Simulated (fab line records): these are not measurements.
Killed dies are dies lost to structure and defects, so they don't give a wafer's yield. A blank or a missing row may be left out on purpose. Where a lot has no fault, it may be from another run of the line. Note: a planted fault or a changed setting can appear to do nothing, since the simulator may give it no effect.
Which tool did it? / flow n5_finfet / 10 lots with 30 wafers sampled at 5 steps, on a route of 1938 steps

WHAT THE GAUGES SHOWED, per wafer
N5_START_INSPECT_01: inspects for defects (unpatterned scan). Usual: raw_defect_count at 5.8, with a standard deviation of 2.4.
lot=L686; measured=day 1 12:02; on=defect_inspect-01; raw_defect_count=8 5 4; flag=
lot=L687; measured=day 1 18:02; on=defect_inspect-02; raw_defect_count=6 10 4; flag=
lot=L691; measured=day 2 18:02; on=defect_inspect-02; raw_defect_count=8 5 7; flag=
lot=L693; measured=day 3 06:02; on=defect_inspect-01; raw_defect_count=3 5 6; flag=
lot=L696; measured=day 4 00:02; on=defect_inspect-02; raw_defect_count=10 8 6; flag=
lot=L700; measured=day 5 00:02; on=defect_inspect-02; raw_defect_count=7 5 8; flag=
lot=L706; measured=day 6 12:02; on=defect_inspect-01; raw_defect_count=10 3 4; flag=
lot=L707; measured=day 6 18:02; on=defect_inspect-01; raw_defect_count=10 1 4; flag=
lot=L708; measured=day 7 00:02; on=defect_inspect-01; raw_defect_count=5 1 4; flag=
lot=L709; measured=day 7 06:02; on=defect_inspect-02; raw_defect_count=10 6 5; flag=

N5_WELL_APT_INSPECT_27: inspects for defects (macro). Usual: raw_defect_count at 2.0, with a standard deviation of 1.3.
lot=L686; measured=day 1 15:13; on=defect_inspect-02; raw_defect_count=1 4 4; flag=
lot=L687; measured=day 1 21:13; on=defect_inspect-01; raw_defect_count=1 1 1; flag=
lot=L691; measured=day 2 21:28; on=defect_inspect-01; raw_defect_count=4 1 1; flag=
lot=L693; measured=day 3 08:58; on=defect_inspect-02; raw_defect_count=3 3 0; flag=
lot=L696; measured=day 4 03:01; on=defect_inspect-02; raw_defect_count=3 2 2; flag=
lot=L700; measured=day 5 03:18; on=defect_inspect-01; raw_defect_count=1 1 0; flag=
lot=L706; measured=day 6 15:20; on=defect_inspect-01; raw_defect_count=4 3 1; flag=
lot=L707; measured=day 6 20:52; on=defect_inspect-02; raw_defect_count=1 0 0; flag=
lot=L708; measured=day 7 03:05; on=defect_inspect-02; raw_defect_count=1 3 0; flag=
lot=L709; measured=day 7 08:51; on=defect_inspect-01; raw_defect_count=0 0 4; flag=

N5_WELL_APT_INSPECT_38: inspects for defects (darkfield). Usual: raw_defect_count at 13, with a standard deviation of 4.9.
lot=L686; measured=day 1 16:53; on=defect_inspect-01; raw_defect_count=24 19 18; flag=
lot=L687; measured=day 1 23:59; on=defect_inspect-01; raw_defect_count=18 7 24; flag=
lot=L691; measured=day 2 23:22; on=defect_inspect-02; raw_defect_count=8 14 23; flag=
lot=L693; measured=day 3 11:17; on=defect_inspect-02; raw_defect_count=10 12 6; flag=
lot=L696; measured=day 4 04:59; on=defect_inspect-01; raw_defect_count=12 24 15; flag=
lot=L700; measured=day 5 05:10; on=defect_inspect-01; raw_defect_count=16 17 16; flag=
lot=L706; measured=day 6 17:28; on=defect_inspect-01; raw_defect_count=9 12 33; flag=
lot=L707; measured=day 6 22:44; on=defect_inspect-02; raw_defect_count=11 13 16; flag=
lot=L708; measured=day 7 04:53; on=defect_inspect-02; raw_defect_count=11 16 6; flag=
lot=L709; measured=day 7 10:32; on=defect_inspect-01; raw_defect_count=22 8 4; flag=

N5_BEOL_M4_RC_MEAS_101. Usual: DIBL_N 35.9 mV/V, standard deviation 1.4; DIBL_P 35.9 mV/V, standard deviation 1.7; IOFF_N 0.160 nA/um, standard deviation 0.026; IOFF_P 0.21 nA/um, standard deviation 0.036; ION_N 672 uA/um, standard deviation 11; ION_P 461 uA/um, standard deviation 8.1; RS_NWELL 1036 ohm/sq, standard deviation 6.3; SS_N 71.4 mV/dec, standard deviation 0.54; SS_P 73.2 mV/dec, standard deviation 0.67; VT_N 249.3 mV, standard deviation 2.7; VT_P -250 mV, standard deviation 3.9.
lot=L686; measured=day 7 17:38; on=prober-01; DIBL_N (mV/V)=35.5 34.1 34.8; DIBL_P (mV/V)=35.6 33.7 34.4; IOFF_N (nA/um)=0.172 0.148 0.159; IOFF_P (nA/um)=0.26 0.23 0.24; ION_N (uA/um)=685 678 681; ION_P (uA/um)=473 478 474; RS_NWELL (ohm/sq)=1027 1033 1027; SS_N (mV/dec)=71.3 71.3 71.0; SS_P (mV/dec)=73.5 73.0 72.9; VT_N (mV)=250.0 248.9 248.9; VT_P (mV)=-243 -246 -244; flag=
lot=L687; measured=day 8 04:54; on=prober-01; DIBL_N (mV/V)=34.3 38.8 36.5; DIBL_P (mV/V)=33.6 39.7 35.2; IOFF_N (nA/um)=0.129 0.233 0.155; IOFF_P (nA/um)=0.19 0.29 0.22; ION_N (uA/um)=660 687 672; ION_P (uA/um)=462 468 457; RS_NWELL (ohm/sq)=1037 1032 1041; SS_N (mV/dec)=71.6 72.8 72.1; SS_P (mV/dec)=72.8 74.8 73.3; VT_N (mV)=250.5 243.2 251.0; VT_P (mV)=-248 -244 -247; flag=
lot=L691; measured=day 9 14:31; on=prober-01; DIBL_N (mV/V)=37.4 37.1 35.0; DIBL_P (mV/V)=35.6 36.0 33.4; IOFF_N (nA/um)=0.178 0.178 0.136; IOFF_P (nA/um)=0.20 0.21 0.16; ION_N (uA/um)=674 686 664; ION_P (uA/um)=456 458 448; RS_NWELL (ohm/sq)=1032 1048 1036; SS_N (mV/dec)=71.8 71.6 71.7; SS_P (mV/dec)=73.3 73.6 72.4; VT_N (mV)=247.8 249.2 253.0; VT_P (mV)=-255 -253 -255; flag=
lot=L693; measured=day 9 16:41; on=prober-01; DIBL_N (mV/V)=36.4 36.4 35.4; DIBL_P (mV/V)=34.8 35.9 34.2; IOFF_N (nA/um)=0.153 0.160 0.147; IOFF_P (nA/um)=0.20 0.23 0.20; ION_N (uA/um)=671 677 670; ION_P (uA/um)=464 474 465; RS_NWELL (ohm/sq)=1041 1037 1031; SS_N (mV/dec)=71.4 71.3 70.6; SS_P (mV/dec)=73.4 73.2 72.6; VT_N (mV)=250.6 248.7 249.6; VT_P (mV)=-250 -247 -246; flag=
lot=L696; measured=day 10 14:10; on=prober-02; DIBL_N (mV/V)=35.7 34.4 33.6; DIBL_P (mV/V)=35.9 34.8 33.0; IOFF_N (nA/um)=0.157 0.137 0.122; IOFF_P (nA/um)=0.21 0.20 0.17; ION_N (uA/um)=667 666 648; ION_P (uA/um)=456 463 452; RS_NWELL (ohm/sq)=826 823 820; SS_N (mV/dec)=71.3 70.3 71.2; SS_P (mV/dec)=73.0 73.0 71.8; VT_N (mV)=250.1 248.8 253.3; VT_P (mV)=-247 -248 -251; flag=OFF
lot=L700; measured=day 11 14:25; on=prober-01; DIBL_N (mV/V)=35.7 35.4 36.0; DIBL_P (mV/V)=36.0 35.7 36.0; IOFF_N (nA/um)=0.171 0.163 0.169; IOFF_P (nA/um)=0.24 0.23 0.24; ION_N (uA/um)=692 673 684; ION_P (uA/um)=476 466 470; RS_NWELL (ohm/sq)=823 824 820; SS_N (mV/dec)=71.6 71.1 72.0; SS_P (mV/dec)=72.6 72.9 72.7; VT_N (mV)=245.1 247.9 247.9; VT_P (mV)=-247 -244 -246; flag=OFF
lot=L706; measured=day 13 21:21; on=prober-02; DIBL_N (mV/V)=36.1 37.1 37.0; DIBL_P (mV/V)=34.4 36.0 36.6; IOFF_N (nA/um)=0.142 0.142 0.158; IOFF_P (nA/um)=0.15 0.17 0.18; ION_N (uA/um)=664 643 674; ION_P (uA/um)=450 441 450; RS_NWELL (ohm/sq)=1033 1035 1044; SS_N (mV/dec)=70.9 71.9 71.8; SS_P (mV/dec)=72.8 73.1 73.2; VT_N (mV)=249.5 253.3 248.2; VT_P (mV)=-258 -254 -255; flag=
lot=L707; measured=day 13 03:45; on=prober-02; DIBL_N (mV/V)=40.2 35.4 37.4; DIBL_P (mV/V)=39.1 34.9 37.0; IOFF_N (nA/um)=0.228 0.132 0.165; IOFF_P (nA/um)=0.27 0.19 0.22; ION_N (uA/um)=677 672 682; ION_P (uA/um)=468 462 465; RS_NWELL (ohm/sq)=1029 1032 1038; SS_N (mV/dec)=72.5 70.7 71.2; SS_P (mV/dec)=74.4 72.5 73.3; VT_N (mV)=246.0 252.0 247.7; VT_P (mV)=-248 -254 -249; flag=
lot=L708; measured=day 13 21:41; on=prober-01; DIBL_N (mV/V)=36.2 35.4 34.2; DIBL_P (mV/V)=37.0 37.1 34.5; IOFF_N (nA/um)=0.186 0.171 0.136; IOFF_P (nA/um)=0.23 0.22 0.18; ION_N (uA/um)=670 690 660; ION_P (uA/um)=458 465 451; RS_NWELL (ohm/sq)=1032 1031 1030; SS_N (mV/dec)=72.1 71.6 71.1; SS_P (mV/dec)=73.9 74.4 72.8; VT_N (mV)=245.1 248.0 251.7; VT_P (mV)=-248 -250 -253; flag=
lot=L709; measured=day 14 04:16; on=prober-02; DIBL_N (mV/V)=36.1 35.0 38.2; DIBL_P (mV/V)=36.2 35.4 39.4; IOFF_N (nA/um)=0.149 0.136 0.190; IOFF_P (nA/um)=0.18 0.17 0.24; ION_N (uA/um)=665 678 675; ION_P (uA/um)=456 459 462; RS_NWELL (ohm/sq)=1042 1047 1037; SS_N (mV/dec)=71.0 70.9 71.5; SS_P (mV/dec)=72.9 73.7 74.2; VT_N (mV)=252.6 253.1 249.5; VT_P (mV)=-253 -255 -248; flag=

TOOL THAT RAN EACH LOT (tool first, then ch and the chambers of the sampled wafers, then the start)
lot=L686; N5_WELL_APT_IMPLANT_14=implanter-02 ch 0, day 1 14:06
lot=L687; N5_WELL_APT_IMPLANT_14=implanter-02 ch 0, day 1 20:07
lot=L691; N5_WELL_APT_IMPLANT_14=implanter-01 ch 0, day 2 20:29
lot=L693; N5_WELL_APT_IMPLANT_14=implanter-01 ch 0, day 3 07:59
lot=L696; N5_WELL_APT_IMPLANT_14=implanter-02 ch 0, day 4 01:53
lot=L700; N5_WELL_APT_IMPLANT_14=implanter-02 ch 0, day 5 02:11
lot=L706; N5_WELL_APT_IMPLANT_14=implanter-01 ch 0, day 6 14:20
lot=L707; N5_WELL_APT_IMPLANT_14=implanter-01 ch 0, day 6 19:47
lot=L708; N5_WELL_APT_IMPLANT_14=implanter-01 ch 0, day 7 02:05
lot=L709; N5_WELL_APT_IMPLANT_14=implanter-02 ch 0, day 7 07:44
- N5_WELL_APT_IMPLANT_14

AS READ BY THE TOOLS THEMSELVES (means over the sampled wafers that have a number; for cases with no such wafer, the mark the record gives instead)
N5_WELL_APT_IMPLANT_14. Usual: dose_ions_cm2 1.4995e+13, standard deviation 1.7e+10; faraday_current_uA 190, standard deviation 4.1; tilt_deg -0.004 degrees, standard deviation 0.019.
lot=L686; tool=implanter-02; dose_ions_cm2=1.4998e+13; faraday_current_uA=191; tilt_deg (degrees)=-0.003; flag=
lot=L687; tool=implanter-02; dose_ions_cm2=1.5002e+13; faraday_current_uA=190; tilt_deg (degrees)=0.021; flag=
lot=L691; tool=implanter-01; dose_ions_cm2=1.4992e+13; faraday_current_uA=191; tilt_deg (degrees)=-0.020; flag=
lot=L693; tool=implanter-01; dose_ions_cm2=1.4988e+13; faraday_current_uA=194; tilt_deg (degrees)=0.006; flag=
lot=L696; tool=implanter-02; dose_ions_cm2=2.2612e+13; faraday_current_uA=286; tilt_deg (degrees)=0.009; flag=OFF
lot=L700; tool=implanter-02; dose_ions_cm2=2.2619e+13; faraday_current_uA=285; tilt_deg (degrees)=-0.021; flag=OFF
lot=L706; tool=implanter-01; dose_ions_cm2=1.4986e+13; faraday_current_uA=192; tilt_deg (degrees)=0.005; flag=
lot=L707; tool=implanter-01; dose_ions_cm2=1.4988e+13; faraday_current_uA=183; tilt_deg (degrees)=0.008; flag=
lot=L708; tool=implanter-01; dose_ions_cm2=1.4980e+13; faraday_current_uA=192; tilt_deg (degrees)=-0.014; flag=
lot=L709; tool=implanter-02; dose_ions_cm2=1.4985e+13; faraday_current_uA=185; tilt_deg (degrees)=0.009; flag=

THE ANSWER, worked out from the rows above alone
Rule: a lot counts as off when the mean over its wafers that have a number is more than 3 standard deviations away from the usual mean. A lot without any number at a reading at which 4 lots or more have one is off too. The other lots that the step has rows for count as sound. The gauges are gone through in route order, then the tools' own readings, and for those a lot's mean is taken as printed above. At the first step where some lot is off, the reading lying furthest off is the one used; lots without a number count as furthest.
Off: L696, L700, at N5_BEOL_M4_RC_MEAS_101 (RS_NWELL).
If a tool, at a process step before that reading, ran all the lots that are off and no sound lot after the first of them, it fits. Not tried: the gauges at N5_BEOL_M4_RC_MEAS_101; whatever is off there is also off at N5_WELL_APT_IMPLANT_14, on other tools, and gauge error can't account for it. Of those tried, none fits.

WHAT HAD BEEN PUT IN BY THE SIMULATOR
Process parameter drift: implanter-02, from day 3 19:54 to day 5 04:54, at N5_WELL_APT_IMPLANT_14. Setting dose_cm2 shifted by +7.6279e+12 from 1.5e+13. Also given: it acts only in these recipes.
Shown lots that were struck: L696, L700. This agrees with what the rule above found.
